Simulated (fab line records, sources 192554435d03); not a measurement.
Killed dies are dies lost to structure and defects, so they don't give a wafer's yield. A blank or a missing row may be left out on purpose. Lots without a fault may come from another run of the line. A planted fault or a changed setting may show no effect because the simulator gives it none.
Problem report in the 8D (eight disciplines) form, filled by code | flow n5_finfet | the parts of the form that need people (team, actions taken, sign-off) are left out

1. THE PROBLEM
killed_at_M4_up at N5_PASSIVATION_PROBE_49 reads a mean of 161 on 1 wafer of 1 lot; wafers without a fault read 13 with a standard deviation of 5.3. That is +28 standard deviations from the usual mean.
First seen on wafer L171.5, day 15 16:28, on prober-02. The record holds 3 wafers of 1 lot with a number at this step. Rule for "out", or "out of limits": more than 4 standard deviations from the usual mean. The other wafers with a number count as sound.

2. WHAT IT IS AND WHAT IT IS NOT
question                    | is                                                                                                   | is not
which readings at this step | killed_at_M4_up, defect_limited_yield, killed_dies, sort_bin_5_function, sort_n_pass, sort_yield_pct | killed_at_M0_to_M3, killed_at_contacts, killed_at_front_end, killed_at_other, killed_on_rim, killed_open, sort_bin_6_memory
which lots                  | L171                                                                                                 | -
which wafers of those lots  | L171.5                                                                                               | L171.4, L171.6
read on which tools         | prober-02                                                                                            | -
when                        | from day 15 16:28                                                                                    | up to then (1 sound wafer); but 1 sound wafer of L171 came after

3. SUSPECTS, AND WHAT RULES EACH OUT
Counting: a tool at a process step up to the reading stays a suspect if it ran every lot that is out. Sound lots after the first of them don't rule it out here, since some wafers of a struck lot are sound.
- rie_diel-06 at N5_BEOL_M7_ETCH_66 (etches SOC in N2/H2, target depth 80 nm, overetch 16 nm, time 120 s): kept. It ran the lot that is out, L171 (day 12 10:10).
- rie_diel-05 at N5_PASSIVATION_STRIP_34 (strips in O2): kept. It ran the lot that is out, L171 (day 15 11:53).
- pecvd-01 at N5_PASSIVATION_PECVD_35 (deposits SiNx from SiH4/NH3/N2, target thk 700 nm, time 151.3 s): kept. It ran the lot that is out, L171 (day 15 12:36).
- prober-02 at N5_PASSIVATION_PROBE_49: kept. It ran the lot that is out, L171 (day 15 16:25). Its own readings are out on those wafers: defect_limited_yield, killed_at_M4_up, killed_dies, sort_bin_5_function, sort_n_pass, sort_yield_pct.
- Within rie_diel-06 at N5_BEOL_M7_ETCH_66: the wafers that are out ran in chamber 3; their sound lot-mates ran in chambers 0, 1.
- Within rie_diel-05 at N5_PASSIVATION_STRIP_34: the wafers that are out ran in chamber 3; their sound lot-mates ran in chambers 0, 1.
- Within pecvd-01 at N5_PASSIVATION_PECVD_35: the wafers that are out ran in chamber 1; their sound lot-mates ran in chambers 0, 2.
Left after counting: rie_diel-06 at N5_BEOL_M7_ETCH_66, rie_diel-05 at N5_PASSIVATION_STRIP_34, pecvd-01 at N5_PASSIVATION_PECVD_35, prober-02 at N5_PASSIVATION_PROBE_49.

4. THE CAUSE (what the simulator had put in)
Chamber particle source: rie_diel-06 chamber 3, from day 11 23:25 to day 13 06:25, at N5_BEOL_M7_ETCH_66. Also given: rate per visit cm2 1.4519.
Counting left 4 suspects, and this tool is among them.

5. THE CHAIN OF EFFECTS, in route order
Each row: a reading whose mean over the struck wafers that have a number lies more than 3 standard deviations from the usual. Only readings for which the record gives a usual standard deviation are gone through. hours: the time from each lot's start at the first step in this table that gives one to its start at this step, as a median over the lots. sigmas: the change in usual standard deviations.
hours | step                    | reading              | usual  | on struck wafers | change | sigmas
0     | N5_PASSIVATION_PROBE_49 | defect_limited_yield | 91.3 % | 81.4             | -9.9   | -6.6
0     | N5_PASSIVATION_PROBE_49 | killed_at_M4_up      | 13     | 161              | +148   | +28
0     | N5_PASSIVATION_PROBE_49 | killed_dies          | 102    | 220              | +118   | +6.6
0     | N5_PASSIVATION_PROBE_49 | sort_bin_5_function  | 5.1 %  | 11.2             | +6.1   | +6.1
0     | N5_PASSIVATION_PROBE_49 | sort_n_pass          | 1078   | 960              | -118   | -6.6
0     | N5_PASSIVATION_PROBE_49 | sort_yield_pct       | 91.3 % | 81.4             | -9.9   | -6.6
The process steps in it:
- N5_PASSIVATION_PROBE_49

6. WHAT WOULD HAVE CAUGHT IT SOONER
In this record the first reading out of limits was taken at day 15 16:28, 89 hours after the fault began at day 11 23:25.
Of the tool readings at N5_BEOL_M7_ETCH_66 for which the record gives a usual standard deviation, none was out on any struck wafer, so an alarm limit of 4 standard deviations on them would not have fired.
All the lots that are out (1) had begun N5_BEOL_M7_ETCH_66 on rie_diel-06 by day 15 16:28. A hold on the tool at that time would have spared none of them.
